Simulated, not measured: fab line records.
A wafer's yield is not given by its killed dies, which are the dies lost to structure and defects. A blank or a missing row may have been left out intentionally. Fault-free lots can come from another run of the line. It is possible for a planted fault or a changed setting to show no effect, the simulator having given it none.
A single fault, viewed from 2 desks	flow n5_finfet	each desk has only its own numbers; what lay behind them comes last

## FOR THE TOOL OWNER'S DESK: pecvd-01
The tool's own readings at N5_BEOL_M3_PECVD_72 (deposits SiO2 from TEOS/O2, target thk 16 nm, time 18 s): means of the sampled wafers that have a number, for each lot that ran on this tool. The brackets show how far a lot's mean lies from the usual mean; more than 4 standard deviations puts the lot out of limits, marked OUT.
Columns: A = heater_power_w at N5_BEOL_M3_PECVD_72, usual 793 W; B = showerhead_plenum_p_Torr at N5_BEOL_M3_PECVD_72, usual 8.77 Torr; C = throttle_valve_pct at N5_BEOL_M3_PECVD_72, usual 22.3 %
lot	first seen here	A	B	C
L145	day 7 16:19	782	8.79	22.6
L150	day 9 04:32	845	8.83	23.4
L151	day 9 05:47	803	8.80	22.5
L152	day 9 15:32	848	8.80	23.6
L154	day 10 04:20	771	8.79	22.6
L155	day 10 04:53	850	8.84	22.9
L161	day 11 15:53	740	8.78	22.7
This desk found nothing out of limits on any of the 7 lots.

## METROLOGY DESK
What the gauges read, lot by lot, whatever tool the lot ran on: means of the sampled wafers that have a number. The brackets show how far a lot's mean lies from the usual mean; more than 4 standard deviations puts the lot out of limits, marked OUT. Only the readings that lie furthest out on some lot appear, 7 of the 10 it has.
Columns: A = DIBL_P at N5_BEOL_M4_RC_MEAS_101, usual 35.4 mV/V; B = IOFF_N at N5_BEOL_M4_RC_MEAS_101, usual 0.152 nA/um; C = IOFF_P at N5_BEOL_M4_RC_MEAS_101, usual 0.20 nA/um; D = ION_N at N5_BEOL_M4_RC_MEAS_101, usual 672 uA/um; E = ION_P at N5_BEOL_M4_RC_MEAS_101, usual 461 uA/um; F = VT_N at N5_BEOL_M4_RC_MEAS_101, usual 251 mV; G = VT_P at N5_BEOL_M4_RC_MEAS_101, usual -251 mV
lot	first seen here	A	B	C	D	E	F	G
L144	day 8 11:07	35.2	0.167	0.24	673	464	250	-247
L145	day 8 13:11	35.3	0.146	0.17	670	457	252	-253
L150	day 10 02:28	33.0	0.119	0.17	669	463	255	-254
L151	day 10 03:15	35.6	0.152	0.20	672	458	251	-249
L152	day 10 11:20	36.3	0.158	0.23	673	465	250	-247
L154	day 11 00:10	34.4	0.137	0.16	654	446	252	-256
L155	day 11 01:38	36.2	0.150	0.20	674	454	252	-254
L161	day 12 11:26	33.8	0.131	0.18	670	459	253	-253
L164	day 13 20:10	35.5	0.132	0.18	668	459	252	-251
L165	day 14 06:29	33.5	0.119	0.19	665	461	255	-251
This desk found nothing out of limits on any of the 10 lots.

## TAKEN TOGETHER
The desk of the tool owner found nothing out of limits.
At the metrology desk, nothing out of limits was observed.

## WHAT THE SIMULATOR HAD PUT IN
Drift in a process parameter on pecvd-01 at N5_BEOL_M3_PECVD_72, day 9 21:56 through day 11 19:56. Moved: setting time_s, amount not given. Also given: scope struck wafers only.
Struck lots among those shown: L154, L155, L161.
